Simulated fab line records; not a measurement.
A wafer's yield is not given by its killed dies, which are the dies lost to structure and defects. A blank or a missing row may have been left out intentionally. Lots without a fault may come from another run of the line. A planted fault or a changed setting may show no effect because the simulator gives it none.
Comparing a struck lot with a sound one ; flow nand harc ; 42 steps out of a route of 1302
Sound: these wafers, L615.3, L615.5, L615.6. Struck: wafer L627.4 (L627.2, L627.3, from the same lot, were not struck and are left out); the cause is given at the end.
Each step with rows lists, per side, the tool, then ch with its chambers, then its first start. Under that, the readings that differ: sound wafers ; struck wafers ; difference of the means ; sigmas: that difference in standard deviations of wafers without a fault.
alike: readings with means less than 2 such deviations apart, plus words and numbers identical on both sides. not compared: withheld readings, readings lacking a value on some wafer, bounds such as >300 that could conceal the same value, and numbers that have no deviation in the record and whose values overlap.
A row with sigmas, a row that says differs or no value, or rows on one side alone: a step with any of these is where the two part. Numbers that have no deviation but don't overlap get no sigmas and don't part them. A reading that every wafer of one side lacks parts them only if that side has two wafers or more.

first, 5 steps without rows for these wafers: NHARC_P_M2_PVD_20 (deposits TaN, target thk 5 nm, time 8.06 s); NHARC_P_M2_PVD_21 (deposits Cu, target thk 30 nm, time 20.49 s); NHARC_P_M2_ECD_22 (material Cu, target thk 400 nm); NHARC_P_M2_ANNEAL_31 (time 90 s); NHARC_P_M2_CMP_23 (polishes, t overpolish 20 s, target thk 144.3 nm).
NHARC_P_M2_THK_MEAS_24: measures by xrf.
  sound on film metro-01, day 7 02:18; struck on film metro-01, day 12 15:32
  alike: thk nm
next, for these wafers, 1 step has no rows: NHARC_P_M2_SRD_25.
NHARC_P_M2_INSPECT_27:
  sound on defect inspect-02, day 7 02:27; struck on defect inspect-02, day 12 15:41
  alike: raw defect count
then, 2 steps without rows for these wafers: NHARC_P_M2_PRE_CLEAN_32 (time 12 s); NHARC_P_M2_DEP_33 (deposits SiCN, target thk 30 nm).
NHARC_P_BONDPAD_DEP_00: deposits SiCN, target thk 250 nm.
  sound on pecvd-01 ch 0,1,2, day 7 03:09; struck on pecvd-03 ch 1
  alike: heater power w, susceptor temp C
NHARC_P_BONDPAD_CMP_32: polishes SiCN, target thk 200 nm.
  sound on cmp-03 ch 0,3, day 7 03:34; struck on cmp-01 ch 2, day 12 16:40
reading;sound;struck;difference;sigmas
motor current A (A);10.8 11.2 12.6;15.1;+3.6;+2
NHARC_P_BONDPAD_THK_MEAS_33: measures by ellipsometry.
  sound on film metro-02, day 7 03:49; struck on film metro-01, day 12 16:53
  alike: thk nm
then, 10 steps without rows for these wafers: NHARC_P_BONDPAD_SRD_34; NHARC_P_BONDPAD_DEHYDRATE_01 (time 120 s); NHARC_P_BONDPAD_HMDS_02 (time 30 s); NHARC_P_BONDPAD_COAT_36 (time 65 s); NHARC_P_BONDPAD_COAT_03 (resist thk 600 nm); NHARC_P_BONDPAD_SOFTBAKE_04 (time 70 s); NHARC_P_BONDPAD_EBR_05; NHARC_P_BONDPAD_EXPOSE_06 (exposes mask P BPAD); NHARC_P_BONDPAD_PEB_07 (peb time 80 s); NHARC_P_BONDPAD_DEVELOP_08 (time 50 s).
NHARC_P_BONDPAD_CD_MEAS_09 targets a cd of 500 nm.
  sound on cd sem-03 ch 0, day 7 04:26; struck on cd sem-02 ch 0, day 12 17:27
  alike: cd nm
NHARC_P_BONDPAD_OVL_MEAS_38:
  sound on overlay-02, day 7 04:31; struck on overlay-01, day 12 17:32
  alike: overlay x nm, overlay y nm
then, 2 steps without rows for these wafers: NHARC_P_BONDPAD_HARDBAKE_10 (time 65 s); NHARC_P_BONDPAD_DESCUM_11 (chemistry O2, time 3 s).
NHARC_P_BONDPAD_ETCH_37: etches the open film in N2/H2, target depth 60 nm, overetch 18 nm, time 65.91 s.
  sound on rie diel-01 ch 0,1,2, day 7 04:44; struck on rie diel-01 ch 2, day 12 17:45
  alike: chamber pressure mTorr, drypump motor current A, n2 flow sccm, oes product au, rf vpp V, showerhead plenum p Torr, throttle valve pct
  not compared: rf hours counter h
then, 1 step without rows for these wafers: NHARC_P_BONDPAD_ETCH_12 (etches the open film in CHF3/O2, target depth 200 nm, time 100 s).
NHARC_P_BONDPAD_CD_MEAS_13:
  sound on cd sem-03, day 7 04:58; struck on cd sem-01, day 12 17:59
  alike: cd nm
then, 3 steps without rows for these wafers: NHARC_P_BONDPAD_STRIP_15 (strips in O2); NHARC_P_BONDPAD_ETCH_24 (etches the open film in CF4/N2, target depth 30 nm, time 72.99 s); NHARC_P_BONDPAD_STRIP_16 (strips in post etch residue remover, time 600 s).
NHARC_P_BONDPAD_DEGAS_25: time 60 s.
  sound on pvd sputter-01, day 7 05:35; struck on pvd sputter-01, day 12 18:36
  alike: heater power w, susceptor temp C
NHARC_P_BONDPAD_PRE_CLEAN_26: time 30 s.
  sound on pvd sputter-01; struck on pvd sputter-01
  alike: heater power w, susceptor temp C
then, 1 step without rows for these wafers: NHARC_P_BONDPAD_PVD_17 (deposits TaN, target thk 5 nm, time 8.06 s).
NHARC_P_BONDPAD_PVD_27: deposits Cu, target thk 30 nm, time 20.49 s.
  sound on pvd sputter-01; struck on pvd sputter-01
  alike: throttle valve pct
then, 3 steps without rows for these wafers: NHARC_P_BONDPAD_ECD_18 (material Cu, target thk 400 nm); NHARC_P_BONDPAD_ANNEAL_28 (time 90 s); NHARC_P_BONDPAD_CMP_19 (polishes, t overpolish 30 s, cu recess touch 16 s, target thk 160.81 nm).
NHARC_P_BONDPAD_THK_MEAS_20: measures by xrf.
  sound on film metro-01, day 7 06:59; struck on film metro-01, day 12 20:00
  alike: thk nm
-- break in the record here, with 19 days between the starts of the struck wafers on either side (left off in module P_BONDPAD, picked up again in module END, where the first step shown is number 1302 on the route) --
NHARC_END_SORT_01:
  only the struck wafers appear in the record here, on prober-02 ch 0 at day 31 16:34; the sound ones have no rows

WHERE THEY PART
At NHARC_P_BONDPAD_CMP_32 first; at NHARC_END_SORT_01 last (within this record only).

WHY: what had been put in by the simulator
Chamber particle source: cmp-01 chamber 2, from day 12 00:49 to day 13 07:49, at NHARC_P_BONDPAD_CMP_32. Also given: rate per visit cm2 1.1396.
